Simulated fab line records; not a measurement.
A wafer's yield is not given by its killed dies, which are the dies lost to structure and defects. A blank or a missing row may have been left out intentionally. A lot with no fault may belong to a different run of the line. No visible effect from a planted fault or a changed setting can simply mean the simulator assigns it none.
Chamber matching / flow n5Finfet / 3 sister chambers for N5_BEOL_M13_DEP_53 on pecvd-04
The step deposits SiCN from 3MS/NH3, target thk 50 nm, time 17.8 s. 16 wafers are shown with their chamber, then 8 later ones without.

== WAFERS, EACH WITH ITS CHAMBER ==
wafer=L074.1; chamber=0; throttleValvePct (%)=18.3; showerheadPlenumPTorr (Torr)=4.167; chamberPressureTorr (Torr)=2.987
wafer=L074.4; chamber=1; throttleValvePct (%)=18.3; showerheadPlenumPTorr (Torr)=4.136; chamberPressureTorr (Torr)=2.993
wafer=L074.6; chamber=2; throttleValvePct (%)=16.3; showerheadPlenumPTorr (Torr)=4.153; chamberPressureTorr (Torr)=3.004
wafer=L075.2; chamber=2; throttleValvePct (%)=16.6; showerheadPlenumPTorr (Torr)=4.156; chamberPressureTorr (Torr)=3.003
wafer=L075.3; chamber=1; throttleValvePct (%)=18.4; showerheadPlenumPTorr (Torr)=4.138; chamberPressureTorr (Torr)=2.987
wafer=L075.6; chamber=0; throttleValvePct (%)=18.5; showerheadPlenumPTorr (Torr)=4.154; chamberPressureTorr (Torr)=3.004
wafer=L077.2; chamber=1; throttleValvePct (%)=18.3; showerheadPlenumPTorr (Torr)=4.131; chamberPressureTorr (Torr)=3.002
wafer=L077.4; chamber=1; throttleValvePct (%)=18.3; showerheadPlenumPTorr (Torr)=4.139; chamberPressureTorr (Torr)=3.009
wafer=L077.6; chamber=0; throttleValvePct (%)=18.5; showerheadPlenumPTorr (Torr)=4.160; chamberPressureTorr (Torr)=3.014
wafer=L084.3; chamber=1; throttleValvePct (%)=18.3; showerheadPlenumPTorr (Torr)=4.139; chamberPressureTorr (Torr)=3.000
wafer=L084.4; chamber=2; throttleValvePct (%)=16.7; showerheadPlenumPTorr (Torr)=4.163; chamberPressureTorr (Torr)=3.006
wafer=L084.6; chamber=1; throttleValvePct (%)=18.4; showerheadPlenumPTorr (Torr)=4.132; chamberPressureTorr (Torr)=2.993
wafer=L086.1; chamber=2; throttleValvePct (%)=16.5; showerheadPlenumPTorr (Torr)=4.155; chamberPressureTorr (Torr)=2.997
wafer=L086.3; chamber=0; throttleValvePct (%)=18.4; showerheadPlenumPTorr (Torr)=4.157; chamberPressureTorr (Torr)=3.002
wafer=L086.6; chamber=2; throttleValvePct (%)=16.8; showerheadPlenumPTorr (Torr)=4.156; chamberPressureTorr (Torr)=3.001
wafer=L090.3; chamber=1; throttleValvePct (%)=18.4; showerheadPlenumPTorr (Torr)=4.141; chamberPressureTorr (Torr)=3.000

SIGNATURES (averages over the wafers above)
reading=throttleValvePct; chamber 0=18.425; chamber 1=18.343; chamber 2=16.580; scatter within a chamber=0.122
reading=showerheadPlenumPTorr; chamber 0=4.15950; chamber 1=4.13657; chamber 2=4.15660; scatter within a chamber=0.00426
reading=chamberPressureTorr; chamber 0=3.00175; chamber 1=2.99771; chamber 2=3.00220; scatter within a chamber=0.00752
Rule: distance of a wafer from a chamber = root of the sum over the readings of ((wafer's reading minus chamber's mean) / reading's scatter) squared. If the next closest chamber is less than 2 further off than the closest, the wafer can't be placed; otherwise it belongs to the closest. The scatter is the square root of a quotient: the sum, over the shown wafers, of each reading's squared deviation from its chamber's mean, divided by wafers minus chambers.

== WAFERS WITHOUT THEIR CHAMBER ==
wafer=L090.4; throttleValvePct (%)=18.5; showerheadPlenumPTorr (Torr)=4.151; chamberPressureTorr (Torr)=3.015
wafer=L090.6; throttleValvePct (%)=18.7; showerheadPlenumPTorr (Torr)=4.133; chamberPressureTorr (Torr)=3.004
wafer=L094.2; throttleValvePct (%)=18.4; showerheadPlenumPTorr (Torr)=4.139; chamberPressureTorr (Torr)=2.998
wafer=L094.3; throttleValvePct (%)=18.4; showerheadPlenumPTorr (Torr)=4.158; chamberPressureTorr (Torr)=2.998
wafer=L094.6; throttleValvePct (%)=18.4; showerheadPlenumPTorr (Torr)=4.125; chamberPressureTorr (Torr)=3.000
wafer=L096.4; throttleValvePct (%)=18.5; showerheadPlenumPTorr (Torr)=4.149; chamberPressureTorr (Torr)=3.000
wafer=L096.5; throttleValvePct (%)=18.4; showerheadPlenumPTorr (Torr)=4.147; chamberPressureTorr (Torr)=2.997
wafer=L096.6; throttleValvePct (%)=16.9; showerheadPlenumPTorr (Torr)=4.158; chamberPressureTorr (Torr)=3.004

== EACH ONE'S CHAMBER ==
wafer=L090.4; from the rows above=can't be placed: 0 or 1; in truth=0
wafer=L090.6; from the rows above=1; in truth=1
wafer=L094.2; from the rows above=1; in truth=1
wafer=L094.3; from the rows above=0; in truth=0
wafer=L094.6; from the rows above=1; in truth=1
wafer=L096.4; from the rows above=can't be placed: 0 or 1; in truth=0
wafer=L096.5; from the rows above=can't be placed: 1 or 0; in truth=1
wafer=L096.6; from the rows above=2; in truth=2
Placed correctly: 5 of 8. Can't be placed from these rows: 3 (the true chamber is among the candidates in 3). Placed wrongly: 0.
